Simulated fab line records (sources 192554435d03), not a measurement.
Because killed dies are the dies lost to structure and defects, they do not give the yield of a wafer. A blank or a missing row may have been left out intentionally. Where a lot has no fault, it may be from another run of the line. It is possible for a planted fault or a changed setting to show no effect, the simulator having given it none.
Chamber matching | flow n5-finfet | 4 sister chambers for N5_BEOL_M4_STRIP_19 on rie-diel-03
The step strips in O2. 4 wafers are shown with their chamber, then 8 later ones without.

## EACH WAFER AND ITS CHAMBER
wafer  | chamber | showerhead-plenum-p-Torr (Torr)
L082.1 | 1       | 1.97
L082.2 | 2       | 2.00
L082.5 | 3       | 2.12
L084.1 | 0       | 2.16

## WAFERS WHOSE CHAMBER IS MISSING
wafer  | showerhead-plenum-p-Torr (Torr)
L084.3 | 1.97
L084.4 | 2.12
L091.2 | 2.11
L091.4 | 1.97
L091.6 | 2.16
L094.4 | 1.99
L094.5 | 2.15
L094.6 | 2.11

## EACH ONE'S CHAMBER
wafer  | from the rows above     | in truth
L084.3 | 1                       | 1
L084.4 | 3                       | 3
L091.2 | 3                       | 3
L091.4 | 1                       | 1
L091.6 | 0                       | 0
L094.4 | can't be placed: 2 or 1 | 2
L094.5 | 0                       | 0
L094.6 | 3                       | 3
Correctly placed: 7 of 8. Can't be placed from these rows: 1 (the true chamber is among the candidates in 1). Wrongly placed: 0.
How it was worked out, from the rows above alone: a wafer's distance from a chamber is the root of the sum, over the readings, of the square of ((its reading less the chamber's mean) divided by the reading's scatter). If the next closest chamber is less than 2 further off than the closest, the wafer can't be placed; otherwise it belongs to the closest. The mean given for a chamber averages the wafers shown for that chamber. The scatter: with one shown wafer a chamber, the root of the mean of the squares of how far each hidden wafer lies from its nearest shown one.
